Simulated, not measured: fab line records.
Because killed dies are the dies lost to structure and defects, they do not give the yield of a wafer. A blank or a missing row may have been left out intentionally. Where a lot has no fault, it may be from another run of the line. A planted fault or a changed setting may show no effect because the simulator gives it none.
The tool behind it: which one? :: flow n5_finfet :: 11 lots with 33 wafers sampled at 4 steps, on a route of 1938 steps

== WHAT EACH GAUGE READ, for each wafer ==
N5_BEOL_M0_SAQP_OVL_MEAS_15.
lot: L075
measured: day 5 21:06
on: overlay-02
M0_CORE_OVL (nm): 0.5 0.9 0.6

lot: L078
measured: day 6 13:14
on: overlay-01
M0_CORE_OVL (nm): 0.2 0.0 -0.2

lot: L080
measured: day 7 00:01
on: overlay-01
M0_CORE_OVL (nm): -0.2 -0.6 0.0

lot: L082
measured: day 7 08:56
on: overlay-02
M0_CORE_OVL (nm): 0.0 -1.2 -0.8

lot: L084
measured: day 7 21:11
on: overlay-02
M0_CORE_OVL (nm): 0.6 0.1 -0.3

lot: L086
measured: day 8 14:01
on: overlay-02
M0_CORE_OVL (nm): 0.8 -0.3 0.2

lot: L088
measured: day 9 04:40
on: overlay-01
M0_CORE_OVL (nm): -0.5 -0.5 -0.6

lot: L090
measured: day 9 12:36
on: overlay-02
M0_CORE_OVL (nm): -0.4 -1.0 -0.4

lot: L092
measured: day 10 01:34
on: overlay-01
M0_CORE_OVL (nm): -0.2 -0.5 0.1

lot: L094
measured: day 10 09:56
on: overlay-01
M0_CORE_OVL (nm): 0.7 0.1 0.3

lot: L096
measured: day 10 22:51
on: overlay-01
M0_CORE_OVL (nm): -0.4 -0.7 0.1

== WHAT TOOL EACH LOT RAN ON (gives the tool, then ch and the chambers of the sampled wafers, and finally the start) ==
lot: L075
N5_MOL_CONTACT_COAG_DESCUM_45: rie_diel-06 ch 0,1,2, day 5 14:34
N5_MOL_CONTACT_COAG_ALD_133: ald_sin-04 ch 0,1,3, day 5 14:43
N5_MOL_CONTACT_COAG_STRIP_72: rie_diel-06 ch 0,1,2, day 5 15:15

lot: L078
N5_MOL_CONTACT_COAG_DESCUM_45: rie_diel-06 ch 1,2, day 6 06:30
N5_MOL_CONTACT_COAG_ALD_133: ald_sin-03 ch 0,1,3, day 6 07:01
N5_MOL_CONTACT_COAG_STRIP_72: rie_diel-02 ch 0,1,3, day 6 07:29

lot: L080
N5_MOL_CONTACT_COAG_DESCUM_45: rie_diel-03 ch 0,3, day 6 16:20
N5_MOL_CONTACT_COAG_ALD_133: ald_sin-04 ch 1,2, day 6 16:28
N5_MOL_CONTACT_COAG_STRIP_72: rie_diel-03 ch 1,3, day 6 16:56

lot: L082
N5_MOL_CONTACT_COAG_DESCUM_45: rie_diel-03 ch 0,1,2, day 7 01:04
N5_MOL_CONTACT_COAG_ALD_133: ald_sin-04 ch 0,2,3, day 7 01:13
N5_MOL_CONTACT_COAG_STRIP_72: rie_diel-03 ch 0,2,3, day 7 01:45

lot: L084
N5_MOL_CONTACT_COAG_DESCUM_45: rie_diel-02 ch 1,2,3, day 7 14:59
N5_MOL_CONTACT_COAG_ALD_133: ald_sin-02 ch 0,1,2, day 7 15:07
N5_MOL_CONTACT_COAG_STRIP_72: rie_diel-03 ch 2,3, day 7 15:35

lot: L086
N5_MOL_CONTACT_COAG_DESCUM_45: rie_diel-03 ch 1,2,3, day 8 04:13
N5_MOL_CONTACT_COAG_ALD_133: ald_sin-02 ch 0,3, day 8 04:22
N5_MOL_CONTACT_COAG_STRIP_72: rie_diel-03 ch 0,1,2, day 8 04:49

lot: L088
N5_MOL_CONTACT_COAG_DESCUM_45: rie_diel-02 ch 0,3, day 8 22:09
N5_MOL_CONTACT_COAG_ALD_133: ald_sin-02 ch 1,2,3, day 8 22:19
N5_MOL_CONTACT_COAG_STRIP_72: rie_diel-06 ch 1,2, day 8 22:46

lot: L090
N5_MOL_CONTACT_COAG_DESCUM_45: rie_diel-06 ch 1,2,3, day 9 05:04
N5_MOL_CONTACT_COAG_ALD_133: ald_sin-02 ch 0,1,3, day 9 05:12
N5_MOL_CONTACT_COAG_STRIP_72: rie_diel-02 ch 0,2,3, day 9 05:40

lot: L092
N5_MOL_CONTACT_COAG_DESCUM_45: rie_diel-06 ch 0,1,2, day 9 18:13
N5_MOL_CONTACT_COAG_ALD_133: ald_sin-03 ch 0,1,2, day 9 18:21
N5_MOL_CONTACT_COAG_STRIP_72: rie_diel-02 ch 0,2,3, day 9 18:50

lot: L094
N5_MOL_CONTACT_COAG_DESCUM_45: rie_diel-02 ch 0,2, day 10 02:38
N5_MOL_CONTACT_COAG_ALD_133: ald_sin-02 ch 1,3, day 10 02:46
N5_MOL_CONTACT_COAG_STRIP_72: rie_diel-06 ch 1,2, day 10 03:14

lot: L096
N5_MOL_CONTACT_COAG_DESCUM_45: rie_diel-03 ch 0,1,3, day 10 14:59
N5_MOL_CONTACT_COAG_ALD_133: ald_sin-02 ch 0,2,3, day 10 15:10
N5_MOL_CONTACT_COAG_STRIP_72: rie_diel-03 ch 0,2, day 10 15:37
- N5_MOL_CONTACT_COAG_DESCUM_45: chemistry O2, time 7 s.
- N5_MOL_CONTACT_COAG_ALD_133: deposits SiO2, target thk 5 nm, pulse time 1 s, co reactant pulse time 1 s.
- N5_MOL_CONTACT_COAG_STRIP_72: strips in N2/H2.

== THE ANSWER, worked out from the rows above alone ==
Rule: the lots themselves supply what counts as usual. Put in order of their means at a reading, lots are off if they are a third of the lots or fewer, leave a main group of 4 or more, and stand apart from it by a gap of 3 or more times the standard deviation of the main group's means; of several such gaps the widest counts. A main group is skipped when, at the precision printed for the reading in the tables above, its means are all equal. A lot without any number at a reading at which 4 lots or more have one is off too. All remaining lots with rows at the step are treated as sound.
Nothing can be told from this: no lot is off at any reading shown.

== WHAT THE SIMULATOR HAD PUT IN ==
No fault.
